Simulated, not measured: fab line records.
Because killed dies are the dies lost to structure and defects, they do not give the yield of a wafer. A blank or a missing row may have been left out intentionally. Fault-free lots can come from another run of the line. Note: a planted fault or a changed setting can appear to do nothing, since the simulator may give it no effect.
Which tool was responsible? | flow nand harc | 24 lots, 72 wafers sampled, at 6 steps of a route of 1159

## WHAT THE GAUGES READ, wafer by wafer
The record holds no reading of a measuring or inspecting step that can be judged against a usual standard deviation.

## WHICH TOOL RAN EACH LOT (tool, then ch and the chambers of the sampled wafers, then the start)
lot  | NHARC_A_STAIRCASE_ETCH_19                     | NHARC_A_STAIRCASE_TRIM_20          | NHARC_A_STAIRCASE_ETCH_192     | NHARC_A_STAIRCASE_ETCH_199     | NHARC_A_STAIRCASE_ETCH_221     | NHARC_A_STAIRCASE_ETCH_236
L074 | rie diel-05 ch 1,2, day 10 23:24 or earlier   | rie diel-06 ch 0,3, day 10 23:24   | rie diel-05 ch 0,2, no start   | rie diel-05 ch 0,2, no start   | rie diel-04 ch 2,3, no start   | rie diel-04 ch 1,2, no start
L076 | rie diel-04 ch 0,2,3, day 11 06:28 or earlier | rie diel-04 ch 0,2, day 11 06:28   | rie diel-04 ch 0,2, no start   | rie diel-04 ch 0,2, no start   | rie diel-06 ch 0,3, no start   | rie diel-05 ch 0,2, no start
L075 | rie diel-05 ch 2,3, day 11 07:52 or earlier   | rie diel-05 ch 0,2, day 11 07:52   | rie diel-05 ch 0,1,3, no start | rie diel-04 ch 0,3, no start   | rie diel-06 ch 1,3, no start   | rie diel-05 ch 0,2, no start
L077 | rie diel-05 ch 0,3, day 11 12:34 or earlier   | rie diel-06 ch 1,3, day 11 12:34   | rie diel-05 ch 1,2,3, no start | rie diel-06 ch 0,2, no start   | rie diel-04 ch 1,2,3, no start | rie diel-04 ch 0,1, no start
L079 | rie diel-05 ch 1,3, day 11 12:52 or earlier   | rie diel-05 ch 0,1,2, day 11 12:52 | rie diel-05 ch 1,2,3, no start | rie diel-05 ch 0,1,2, no start | rie diel-05 ch 0,1,2, no start | rie diel-06 ch 0,2,3, no start
L078 | rie diel-05 ch 1,2,3, day 11 20:52 or earlier | rie diel-05 ch 1,2,3, day 11 20:52 | rie diel-06 ch 0,2,3, no start | rie diel-06 ch 0,2,3, no start | rie diel-06 ch 0,1,3, no start | rie diel-05 ch 0,1,2, no start
L080 | rie diel-05 ch 0,3, day 12 04:01 or earlier   | rie diel-05 ch 1,2, day 12 04:01   | rie diel-06 ch 0,2,3, no start | rie diel-06 ch 1,2, no start   | rie diel-05 ch 0,2,3, no start | rie diel-05 ch 2,3, no start
L081 | rie diel-04 ch 0,1,3, day 12 15:34 or earlier | rie diel-05 ch 0,3, day 12 15:34   | rie diel-05 ch 0,1,2, no start | rie diel-05 ch 0,2,3, no start | rie diel-05 ch 0,1,2, no start | rie diel-05 ch 0,2,3, no start
L084 | rie diel-04 ch 1,3, day 13 00:07 or earlier   | rie diel-05 ch 0,2,3, day 13 00:07 | rie diel-05 ch 0,2,3, no start | rie diel-06 ch 0,1,3, no start | rie diel-06 ch 0,1,2, no start | rie diel-05 ch 0,1,2, no start
L082 | rie diel-04 ch 0,1, day 13 00:40 or earlier   | rie diel-04 ch 0,1, day 13 00:40   | rie diel-05 ch 1,2,3, no start | rie diel-05 ch 1,2, no start   | rie diel-05 ch 0,1,3, no start | rie diel-05 ch 0,2,3, no start
L083 | rie diel-06 ch 1,2,3, day 13 06:48 or earlier | rie diel-06 ch 0,1,3, day 13 06:48 | rie diel-04 ch 1,3, no start   | rie diel-05 ch 0,2, no start   | rie diel-06 ch 1,2, no start   | rie diel-05 ch 1,3, no start
L086 | rie diel-05 ch 0,1,2, day 13 20:55 or earlier | rie diel-05 ch 0,1,2, day 13 20:55 | rie diel-06 ch 0,1, no start   | rie diel-04 ch 0,1,3, no start | rie diel-05 ch 0,2,3, no start | rie diel-05 ch 1,2,3, no start
L088 | rie diel-06 ch 0,3, day 13 21:32 or earlier   | rie diel-04 ch 0,1, day 13 21:32   | rie diel-06 ch 1,2,3, no start | rie diel-05 ch 0,1,3, no start | rie diel-06 ch 1,3, no start   | rie diel-04 ch 1,3, no start
L087 | rie diel-04 ch 1,3, day 14 01:56 or earlier   | rie diel-04 ch 0,1, day 14 01:56   | rie diel-06 ch 1,2,3, no start | rie diel-06 ch 1,2,3, no start | rie diel-06 ch 2,3, no start   | rie diel-05 ch 1,2,3, no start
L085 | rie diel-06 ch 1,2,3, day 14 09:01 or earlier | rie diel-06 ch 1,2,3, day 14 09:01 | rie diel-06 ch 0,1,2, no start | rie diel-04 ch 0,1,2, no start | rie diel-04 ch 1,2,3, no start | rie diel-04 ch 1,2,3, no start
L089 | rie diel-06 ch 0,1, day 14 16:25 or earlier   | rie diel-05 ch 0,1,3, day 14 16:25 | rie diel-06 ch 1,2,3, no start | rie diel-04 ch 0,1,3, no start | rie diel-04 ch 0,2,3, no start | rie diel-06 ch 0,1,3, no start
L091 | rie diel-06 ch 0,1, day 14 21:21 or earlier   | rie diel-05 ch 2,3, day 14 21:21   | rie diel-06 ch 0,1,2, no start | rie diel-05 ch 2,3, no start   | rie diel-05 ch 0,3, no start   | rie diel-04 ch 0,2, no start
L090 | rie diel-06 ch 1,2,3, day 14 21:32 or earlier | rie diel-06 ch 2,3, day 14 21:32   | rie diel-04 ch 0,2, no start   | rie diel-04 ch 0,1,3, no start | rie diel-04 ch 0,1,3, no start | rie diel-04 ch 0,1,2, no start
L093 | rie diel-06 ch 0,2,3, day 15 11:29 or earlier | rie diel-06 ch 0,1, day 15 11:29   | rie diel-05 ch 0,3, no start   | rie diel-05 ch 0,1, no start   | rie diel-04 ch 1,3, no start   | rie diel-04 ch 1,3, no start
L092 | rie diel-04 ch 2,3, day 15 12:12 or earlier   | rie diel-06 ch 0,1, day 15 12:12   | rie diel-06 ch 1,2,3, no start | rie diel-06 ch 1,2,3, no start | rie diel-06 ch 1,2,3, no start | rie diel-06 ch 1,2, no start
L094 | rie diel-04 ch 0,1,3, day 15 17:28 or earlier | rie diel-04 ch 1,2,3, day 15 17:28 | rie diel-05 ch 0,2,3, no start | rie diel-05 ch 0,3, no start   | rie diel-05 ch 0,1, no start   | rie diel-05 ch 1,2,3, no start
L097 | rie diel-04 ch 0,1,2, day 16 09:08 or earlier | rie diel-05 ch 0,1,2, day 16 09:08 | rie diel-06 ch 0,2,3, no start | rie diel-04 ch 1,3, no start   | rie diel-05 ch 0,2,3, no start | rie diel-04 ch 2,3, no start
L095 | rie diel-06 ch 0,1,3, day 16 15:23 or earlier | rie diel-06 ch 0,1,3, day 16 15:23 | rie diel-05 ch 1,2, no start   | rie diel-04 ch 0,1, no start   | rie diel-05 ch 0,3, no start   | rie diel-04 ch 0,2,3, no start
L096 | rie diel-04 ch 1,2, day 16 21:09 or earlier   | rie diel-05 ch 0,2,3, day 16 21:09 | rie diel-06 ch 0,1,3, no start | rie diel-06 ch 1,3, no start   | rie diel-04 ch 0,1,2, no start | rie diel-04 ch 0,1,3, no start
- NHARC_A_STAIRCASE_ETCH_19: etches the open film in C4F8/O2, target depth 100 nm, time 40.5 s.
- NHARC_A_STAIRCASE_TRIM_20: chemistry O2, time 211.2 s.
- NHARC_A_STAIRCASE_ETCH_192: etches the open film in C4F8/O2, target depth 100 nm, time 40.5 s.
- NHARC_A_STAIRCASE_ETCH_199: etches the open film in C4F8/O2, target depth 100 nm, time 40.5 s.
- NHARC_A_STAIRCASE_ETCH_221: etches the open film in C4F8/O2, target depth 100 nm, time 40.5 s.
- NHARC_A_STAIRCASE_ETCH_236: etches the open film in C4F8/O2, target depth 100 nm, time 40.5 s.

## AS READ BY THE TOOLS THEMSELVES (means over the sampled wafers that have a number; for cases with no such wafer, the mark the record gives instead)
NHARC_A_STAIRCASE_ETCH_19.
lot  | tool        | bias w (W) | oes product au (a.u.) | rf vpp V (V)
L074 | rie diel-05 | 1002.5     | 0.935                 | 892
L076 | rie diel-04 | 998.4      | 0.937                 | 901
L075 | rie diel-05 | 999.2      | 0.942                 | 898
L077 | rie diel-05 | 1001.1     | 0.944                 | 895
L079 | rie diel-05 | 1000.8     | 0.946                 | 901
L078 | rie diel-05 | 999.4      | 0.936                 | 896
L080 | rie diel-05 | 1000.1     | 0.950                 | 894
L081 | rie diel-04 | 998.8      | 0.931                 | 897
L084 | rie diel-04 | 1000.8     | 0.934                 | 896
L082 | rie diel-04 | 1002.5     | 0.943                 | 896
L083 | rie diel-06 | 1001.0     | 0.942                 | 892
L086 | rie diel-05 | 1000.0     | 0.944                 | 890
L088 | rie diel-06 | 1000.7     | 0.932                 | 891
L087 | rie diel-04 | 1000.8     | 0.929                 | 896
L085 | rie diel-06 | 996.0      | 0.943                 | 892
L089 | rie diel-06 | 1000.1     | 0.958                 | 888
L091 | rie diel-06 | 1000.2     | 0.939                 | 888
L090 | rie diel-06 | 998.7      | 0.957                 | 893
L093 | rie diel-06 | 1001.7     | 0.941                 | 892
L092 | rie diel-04 | 997.5      | 0.929                 | 901
L094 | rie diel-04 | 1000.5     | 0.929                 | 898
L097 | rie diel-04 | 1003.5     | 0.947                 | 899
L095 | rie diel-06 | 1001.1     | 0.941                 | 892
L096 | rie diel-04 | 998.5      | 0.935                 | 901

NHARC_A_STAIRCASE_TRIM_20.
lot  | tool        | drypump motor current A (A) | oes product au (a.u.) | rf vpp V (V) | showerhead plenum p Torr (Torr) | throttle valve pct (%)
L074 | rie diel-06 | 5.70                        | 1.014                 | 56.9         | 3.54                            | 17.034
L076 | rie diel-04 | 5.68                        | 1.009                 | 59.3         | 3.68                            | 17.039
L075 | rie diel-05 | 5.47                        | 0.999                 | 57.4         | 3.45                            | 17.042
L077 | rie diel-06 | 6.07                        | 1.008                 | 57.6         | 3.45                            | 17.026
L079 | rie diel-05 | 5.59                        | 0.992                 | 57.4         | 3.40                            | 17.033
L078 | rie diel-05 | 5.63                        | 0.995                 | 58.5         | 3.55                            | 17.031
L080 | rie diel-05 | 5.61                        | 0.984                 | 57.0         | 3.41                            | 17.032
L081 | rie diel-05 | 5.78                        | 1.003                 | 57.8         | 3.63                            | 17.038
L084 | rie diel-05 | 5.62                        | 1.002                 | 57.8         | 3.54                            | 17.032
L082 | rie diel-04 | 5.57                        | 0.993                 | 58.8         | 3.53                            | 17.031
L083 | rie diel-06 | 5.87                        | 1.001                 | 57.0         | 3.43                            | 17.030
L086 | rie diel-05 | 5.61                        | 0.994                 | 57.5         | 3.39                            | 17.028
L088 | rie diel-04 | 5.64                        | 1.003                 | 57.5         | 3.57                            | 17.035
L087 | rie diel-04 | 5.66                        | 0.995                 | 58.5         | 3.57                            | 17.035
L085 | rie diel-06 | 5.90                        | 0.996                 | 58.2         | 3.43                            | 17.027
L089 | rie diel-05 | 5.75                        | 0.998                 | 57.6         | 3.48                            | 17.032
L091 | rie diel-05 | 5.51                        | 1.004                 | 57.1         | 3.58                            | 17.045
L090 | rie diel-06 | 5.76                        | 1.005                 | 57.4         | 3.53                            | 17.029
L093 | rie diel-06 | 5.80                        | 0.999                 | 56.3         | 3.30                            | 17.033
L092 | rie diel-06 | 5.80                        | 1.014                 | 58.1         | 3.30                            | 17.042
L094 | rie diel-04 | 5.72                        | 0.998                 | 57.6         | 3.62                            | 17.033
L097 | rie diel-05 | 5.61                        | 0.994                 | 57.6         | 3.38                            | 17.042
L095 | rie diel-06 | 5.84                        | 1.009                 | 57.7         | 3.41                            | 17.028
L096 | rie diel-05 | 5.62                        | 1.000                 | 57.0         | 3.52                            | 17.030

NHARC_A_STAIRCASE_ETCH_192.
lot  | tool        | bias w (W) | oes product au (a.u.) | rf vpp V (V)
L074 | rie diel-05 | 1001       | 0.940                 | 893
L076 | rie diel-04 | 1002       | 0.954                 | 904
L075 | rie diel-05 | 1000       | 0.946                 | 895
L077 | rie diel-05 | 998        | 0.932                 | 896
L079 | rie diel-05 | 999        | 0.933                 | 896
L078 | rie diel-06 | 1002       | 0.956                 | 892
L080 | rie diel-06 | 1000       | 0.947                 | 892
L081 | rie diel-05 | 1000       | 0.941                 | 891
L084 | rie diel-05 | 999        | 0.947                 | 897
L082 | rie diel-05 | 1000       | 0.940                 | 896
L083 | rie diel-04 | 1000       | 0.928                 | 898
L086 | rie diel-06 | 999        | 0.940                 | 888
L088 | rie diel-06 | 1003       | 0.944                 | 892
L087 | rie diel-06 | 1003       | 0.937                 | 892
L085 | rie diel-06 | 998        | 0.953                 | 889
L089 | rie diel-06 | 999        | 0.943                 | 892
L091 | rie diel-06 | 998        | 0.938                 | 888
L090 | rie diel-04 | 1001       | 0.931                 | 901
L093 | rie diel-05 | 999        | 0.959                 | 900
L092 | rie diel-06 | 998        | 0.933                 | 893
L094 | rie diel-05 | 997        | 0.935                 | 896
L097 | rie diel-06 | 998        | 0.939                 | 892
L095 | rie diel-05 | 999        | 0.933                 | 891
L096 | rie diel-06 | 1001       | 0.941                 | 892

NHARC_A_STAIRCASE_ETCH_199.
lot  | tool        | bias w (W) | oes product au (a.u.) | rf vpp V (V)
L074 | rie diel-05 | 1000.0     | 0.934                 | 890
L076 | rie diel-04 | 1000.6     | 0.946                 | 903
L075 | rie diel-04 | 999.4      | 0.952                 | 899
L077 | rie diel-06 | 1000.5     | 0.930                 | 889
L079 | rie diel-05 | 996.6      | 0.937                 | 891
L078 | rie diel-06 | 998.6      | 0.950                 | 892
L080 | rie diel-06 | 997.8      | 0.934                 | 889
L081 | rie diel-05 | 1001.2     | 0.947                 | 895
L084 | rie diel-06 | 1000.9     | 0.957                 | 892
L082 | rie diel-05 | 1000.2     | 0.933                 | 894
L083 | rie diel-05 | 1002.3     | 0.952                 | 893
L086 | rie diel-04 | 999.9      | 0.925                 | 898
L088 | rie diel-05 | 1001.8     | 0.934                 | 895
L087 | rie diel-06 | 997.9      | 0.955                 | 892
L085 | rie diel-04 | 1001.6     | 0.923                 | 899
L089 | rie diel-04 | 998.2      | 0.923                 | 898
L091 | rie diel-05 | 996.1      | 0.960                 | 902
L090 | rie diel-04 | 1001.8     | 0.942                 | 897
L093 | rie diel-05 | 999.5      | 0.948                 | 889
L092 | rie diel-06 | 1000.4     | 0.937                 | 893
L094 | rie diel-05 | 998.9      | 0.957                 | 899
L097 | rie diel-04 | 998.1      | 0.936                 | 895
L095 | rie diel-04 | 999.3      | 0.935                 | 896
L096 | rie diel-06 | 1000.4     | 0.947                 | 895

NHARC_A_STAIRCASE_ETCH_221.
lot  | tool        | bias w (W) | oes product au (a.u.) | rf vpp V (V)
L074 | rie diel-04 | 998.4      | 0.920                 | 904
L076 | rie diel-06 | 998.2      | 0.943                 | 896
L075 | rie diel-06 | 1000.4     | 0.949                 | 893
L077 | rie diel-04 | 998.5      | 0.926                 | 899
L079 | rie diel-05 | 997.0      | 0.924                 | 891
L078 | rie diel-06 | 1000.9     | 0.935                 | 892
L080 | rie diel-05 | 1000.1     | 0.924                 | 896
L081 | rie diel-05 | 1000.2     | 0.945                 | 891
L084 | rie diel-06 | 998.3      | 0.926                 | 888
L082 | rie diel-05 | 1001.1     | 0.933                 | 894
L083 | rie diel-06 | 999.3      | 0.923                 | 889
L086 | rie diel-05 | 1002.7     | 0.948                 | 896
L088 | rie diel-06 | 997.1      | 0.953                 | 897
L087 | rie diel-06 | 998.6      | 0.930                 | 893
L085 | rie diel-04 | 1001.1     | 0.936                 | 900
L089 | rie diel-04 | 999.9      | 0.930                 | 900
L091 | rie diel-05 | 1000.5     | 0.945                 | 899
L090 | rie diel-04 | 999.5      | 0.943                 | 898
L093 | rie diel-04 | 998.5      | 0.943                 | 896
L092 | rie diel-06 | 1001.3     | 0.945                 | 892
L094 | rie diel-05 | 997.4      | 0.950                 | 888
L097 | rie diel-05 | 999.9      | 0.923                 | 896
L095 | rie diel-05 | 1001.8     | 0.956                 | 893
L096 | rie diel-04 | 1000.3     | 0.925                 | 899

NHARC_A_STAIRCASE_ETCH_236.
lot  | tool        | bias w (W) | oes product au (a.u.) | rf vpp V (V)
L074 | rie diel-04 | 1003.6     | 0.940                 | 901
L076 | rie diel-05 | 1001.6     | 0.937                 | 893
L075 | rie diel-05 | 1000.6     | 0.949                 | 891
L077 | rie diel-04 | 999.5      | 0.946                 | 897
L079 | rie diel-06 | 1000.6     | 0.947                 | 892
L078 | rie diel-05 | 1004.1     | 0.934                 | 891
L080 | rie diel-05 | 998.7      | 0.962                 | 901
L081 | rie diel-05 | 998.4      | 0.957                 | 896
L084 | rie diel-05 | 998.0      | 0.934                 | 891
L082 | rie diel-05 | 1004.7     | 0.943                 | 896
L083 | rie diel-05 | 1000.9     | 0.939                 | 895
L086 | rie diel-05 | 997.6      | 0.932                 | 896
L088 | rie diel-04 | 1000.4     | 0.926                 | 896
L087 | rie diel-05 | 997.8      | 0.926                 | 897
L085 | rie diel-04 | 999.7      | 0.926                 | 900
L089 | rie diel-06 | 1001.5     | 0.936                 | 892
L091 | rie diel-04 | 997.1      | 0.942                 | 902
L090 | rie diel-04 | 999.8      | 0.939                 | 899
L093 | rie diel-04 | 1001.3     | 0.942                 | 896
L092 | rie diel-06 | 1001.9     | 0.949                 | 888
L094 | rie diel-05 | 998.5      | 0.940                 | 896
L097 | rie diel-04 | 998.4      | 0.938                 | 902
L095 | rie diel-04 | 999.9      | 0.932                 | 901
L096 | rie diel-04 | 999.5      | 0.927                 | 897

## THE ANSWER, worked out from the rows above alone
Rule: the usual values come from the lots themselves. Put in order of their means at a reading, lots are off if they are a third of the lots or fewer, leave a main group of 4 or more, and stand apart from it by a gap of 3 or more times the standard deviation of the main group's means; of several such gaps the widest counts. A main group whose means are all the same, to the digits that the tables above print for the reading, isn't used. A lot without any number at a reading at which 4 lots or more have one is off too. Where the step has rows for the other lots, those lots are counted as sound. The gauges are gone through in route order, then the tools' own readings, and for those a lot's mean is taken as printed above. At the first step where some lot is off, the reading lying furthest off is the one used; lots without a number count as furthest.
Nothing can be told from this: no lot is off at any reading shown.

## WHAT THE SIMULATOR HAD PUT IN
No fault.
